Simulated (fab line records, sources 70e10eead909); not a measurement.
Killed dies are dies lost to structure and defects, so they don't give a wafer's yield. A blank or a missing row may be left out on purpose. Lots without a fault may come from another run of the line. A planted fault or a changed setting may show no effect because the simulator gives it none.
One fault seen from 2 desks | flow nand_harc | each desk has only its own numbers; what lay behind them comes last

THE TOOL OWNER'S DESK: pecvd_onon-01
The tool's own readings at NHARC_A_ONON_D2_DEP_12 (target thk 1000 nm): means of the sampled wafers that have a number, for each lot that ran on this tool. A lot is out of limits, marked OUT, if its mean lies more than 4 standard deviations from the usual mean; the brackets give that distance.
Columns: A = sih4_flow_sccm at NHARC_A_ONON_D2_DEP_12, usual 210.0 sccm
lot  | first seen here | A
L404 | day 13 07:08    | 209.6
L408 | day 14 09:08    | 210.0
L413 | day 16 02:29    | 210.1
L415 | day 17 02:52    | 210.1
L424 | day 20 16:32    | 209.9
L426 | day 21 13:38    | 211.0
L425 | day 21 20:46    | 209.8
This desk's finding: nothing out of limits on any of the 7 lots.

THE METROLOGY DESK
What the gauges read, lot by lot, whatever tool the lot ran on: means of the sampled wafers that have a number. A lot is out of limits, marked OUT, if its mean lies more than 4 standard deviations from the usual mean; the brackets give that distance.
Columns: A = thk_nm at NHARC_A_ONON_D2_THK_MEAS_14, usual 998 nm
lot  | first seen here | A
L407 | day 13 07:17    | 1002
L404 | day 13 07:29    | 991
L406 | day 13 07:41    | 996
L408 | day 14 09:35    | 980
L413 | day 16 03:00    | 686 (-32) OUT
L415 | day 17 03:22    | 664 (-35) OUT
L419 | day 18 09:54    | 994
L421 | day 19 06:10    | 992
L422 | day 19 19:46    | 995
L423 | day 20 09:09    | 994
L424 | day 20 17:02    | 1015
L426 | day 21 14:05    | 1016
L425 | day 21 21:13    | 990
This desk's finding: out of limits on L413, L415; first on L413, day 16 03:00 (thk_nm at NHARC_A_ONON_D2_THK_MEAS_14). In limits: L407, L404, L406, L408, L419, L421, L422, L423, L424, L426, L425.

PUT TOGETHER
The metrology desk could have raised an alarm at day 16 03:00, on L413, L415.
The tool owner's desk saw nothing out of limits.
The tool owner's desk has L413, L415 on record, within its limits.
Of the lots named, all ran NHARC_A_ONON_D2_DEP_12 on pecvd_onon-01.

WHAT THE SIMULATOR HAD PUT IN
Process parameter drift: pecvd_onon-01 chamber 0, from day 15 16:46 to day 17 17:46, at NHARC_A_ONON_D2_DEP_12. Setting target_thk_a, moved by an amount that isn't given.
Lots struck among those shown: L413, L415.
Hours from the fault's start to each desk's first reading out of limits: the metrology desk, 10.
